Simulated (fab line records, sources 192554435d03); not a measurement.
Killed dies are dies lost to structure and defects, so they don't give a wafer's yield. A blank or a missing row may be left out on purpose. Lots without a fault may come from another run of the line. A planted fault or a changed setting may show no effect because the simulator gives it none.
Split-lot experiment | flow n5_finfet | 7 lots, 21 wafers read, on a route of 1938 steps

THE SPLIT
At N5_PASSIVATION_EXPOSE_07 (exposes mask TV, defocus 0 nm, target cd 3000 nm), the setting dose_mj was moved away from the recipe's 22.75 on 5 of the 21 wafers read, by -6.0% to +4.5%. The other wafers ran this setting at the recipe's value.

FROM THE SPLIT TO THE READING: what the file shows between them, 3 steps
- N5_PASSIVATION_PEB_08
- N5_PASSIVATION_DEVELOP_09: develop time 60 s
- N5_PASSIVATION_HARDBAKE_11: time 120 s

THE READING
cd_nm, in nm, at N5_PASSIVATION_CD_MEAS_10 (target cd 3000 nm). Fault-free wafers of this fab line usually give 2999.7 nm, standard deviation 1.7 nm.

wafer  | tool, chamber at the split | dose_mj as run | against the recipe | cd_nm, nm | against lot-mates on the recipe
L074.2 | krf_scanner-02, 0          | 22.75          | recipe             | 3000.2    | -
L074.4 | krf_scanner-02, 0          | 22.75          | recipe             | 2999.6    | -
L074.5 | krf_scanner-02, 0          | 22.75          | recipe             | 3001.6    | -
L077.2 | krf_scanner-01, 0          | 23.49          | +3.3%              | 3009.4    | +7.9
L077.4 | krf_scanner-01, 0          | 22.75          | recipe             | 3001.5    | -
L077.6 | krf_scanner-01, 0          | 23.49          | +3.3%              | 3008.5    | +7.0
L076.1 | krf_scanner-02, 0          | 22.75          | recipe             | 3003.6    | -
L076.2 | krf_scanner-02, 0          | 22.75          | recipe             | 3000.2    | -
L076.6 | krf_scanner-02, 0          | 23.77          | +4.5%              | 3012.4    | +10.5
L083.1 | krf_scanner-02, 0          | 21.39          | -6.0%              | 2990.1    | -10.6
L083.3 | krf_scanner-02, 0          | 21.39          | -6.0%              | 2987.8    | -12.9
L083.4 | krf_scanner-02, 0          | 22.75          | recipe             | 3000.7    | -
L082.2 | krf_scanner-02, 0          | 22.75          | recipe             | 2998.0    | -
L082.3 | krf_scanner-02, 0          | 22.75          | recipe             | 2998.9    | -
L082.4 | krf_scanner-02, 0          | 22.75          | recipe             | 2998.8    | -
L090.1 | krf_scanner-02, 0          | 22.75          | recipe             | 2997.7    | -
L090.2 | krf_scanner-02, 0          | 22.75          | recipe             | 2997.3    | -
L090.6 | krf_scanner-02, 0          | 22.75          | recipe             | 2997.3    | -
L095.1 | krf_scanner-02, 0          | 22.75          | recipe             | 2998.1    | -
L095.4 | krf_scanner-02, 0          | 22.75          | recipe             | 3000.7    | -
L095.6 | krf_scanner-02, 0          | 22.75          | recipe             | 2997.6    | -

THE FIT
A straight line over all 21 wafers: cd_nm changes by +2.18 nm for each +1% of dose_mj; r = +0.93; the points scatter about the line by 2 nm.
The same after taking each lot's own level away (the mean of its wafers on the recipe; 21 wafers): +2.1 nm for each +1%; r = +0.98; scatter 1 nm.
On that fit, the largest move of dose_mj shifts the reading by 13 nm.
The lots' own levels span 2997.43 to 3001.90 nm, that is 2.6 times the standard deviation above.
So the lot-to-lot level changes the slope little: the two slopes agree.
Check: with one of the wafers moved furthest among these (-6.0%) left out of the fit, the line predicts -13.3 nm for it against its lot-mates. It came out at -10.6 nm against them.

OTHER SPLITS ON THESE WAFERS
These wafers also went through other splits before the reading. Each is held against what the fit with the lots' levels taken away leaves over:
other split on the same wafers | wafers away from the commonest value | r with cd_nm (lot level and that fit taken away)
N5_MIM_BOT_ETCH_ETCH_03 icp_w  | 6                                    | +0.03

THE FILE'S OWN FIT
cd_nm changes by +2.13 nm for each +1% of dose_mj, r = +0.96.
